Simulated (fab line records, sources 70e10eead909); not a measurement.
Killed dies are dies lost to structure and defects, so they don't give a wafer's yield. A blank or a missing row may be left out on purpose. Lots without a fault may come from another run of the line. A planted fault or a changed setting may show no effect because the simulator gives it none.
One fault seen from 2 desks | flow nand_harc | each desk has only its own numbers; what lay behind them comes last

THE TOOL OWNER'S DESK: har_etch-01
The tool's own readings at NHARC_A_CHANNEL_HOLE_D2_ETCH_19 (etches the open film in C4F8/O2/Ar, time 34.5 s): means of the sampled wafers that have a number, for each lot that ran on this tool. A lot is out of limits, marked OUT, if its mean lies more than 4 standard deviations from the usual mean; the brackets give that distance.
Columns: A = chamber_pressure_mTorr at NHARC_A_CHANNEL_HOLE_D2_ETCH_19, usual 14.999 mTorr; B = drypump_motor_current_A at NHARC_A_CHANNEL_HOLE_D2_ETCH_19, usual 6.02 A; C = showerhead_plenum_p_Torr at NHARC_A_CHANNEL_HOLE_D2_ETCH_19, usual 3.72 Torr; D = throttle_valve_pct at NHARC_A_CHANNEL_HOLE_D2_ETCH_19, usual 37.038 %
lot  | first seen here | A      | B    | C    | D
L251 | day 13 07:02    | 15.010 | 5.98 | 3.74 | 37.044
L253 | day 14 10:34    | 14.999 | 6.00 | 3.73 | 37.036
L254 | day 14 14:41    | 15.004 | 5.92 | 3.73 | 37.043
L255 | day 14 18:52    | 15.004 | 6.08 | 3.73 | 37.041
L258 | day 16 01:09    | 14.983 | 6.00 | 3.72 | 37.041
L265 | day 19 12:43    | 15.005 | 5.94 | 3.69 | 37.038
L266 | day 19 16:54    | 14.999 | 5.91 | 3.69 | 37.034
L274 | day 22 19:59    | 14.999 | 5.92 | 3.66 | 37.024
This desk's finding: nothing out of limits on any of the 8 lots.

THE DEFECT DESK
What the inspections along the route counted, lot by lot: means of the sampled wafers that have a number. A lot is out of limits, marked OUT, if its mean lies more than 4 standard deviations from the usual mean; the brackets give that distance.
Columns: A = raw_defect_count at NHARC_A_CHANNEL_HOLE_D2_INSPECT_40, usual 280
lot  | first seen here | A
L252 | day 13 11:35    | 295
L251 | day 13 12:43    | 171
L253 | day 14 16:14    | 327
L254 | day 14 20:25    | 261
L255 | day 15 00:44    | 386
L258 | day 16 06:52    | 233
L265 | day 19 18:24    | 889 (+9.0) OUT
L266 | day 19 22:31    | 777 (+7.3) OUT
L272 | day 22 15:02    | 191
L274 | day 23 01:40    | 332
L273 | day 23 06:16    | 245
This desk's finding: out of limits on L265, L266; first on L265, day 19 18:24 (raw_defect_count at NHARC_A_CHANNEL_HOLE_D2_INSPECT_40). In limits: L252, L251, L253, L254, L255, L258, L272, L274, L273.

PUT TOGETHER
The defect desk could have raised an alarm at day 19 18:24, on L265, L266.
The tool owner's desk saw nothing out of limits.
The tool owner's desk has L265, L266 on record, within its limits.
Of the lots named, all ran NHARC_A_CHANNEL_HOLE_D2_ETCH_19 on har_etch-01.

WHAT THE SIMULATOR HAD PUT IN
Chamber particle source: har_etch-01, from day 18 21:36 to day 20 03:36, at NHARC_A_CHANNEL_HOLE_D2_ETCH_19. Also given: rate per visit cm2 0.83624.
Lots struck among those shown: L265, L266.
Hours from the fault's start to each desk's first reading out of limits: the defect desk, 21.
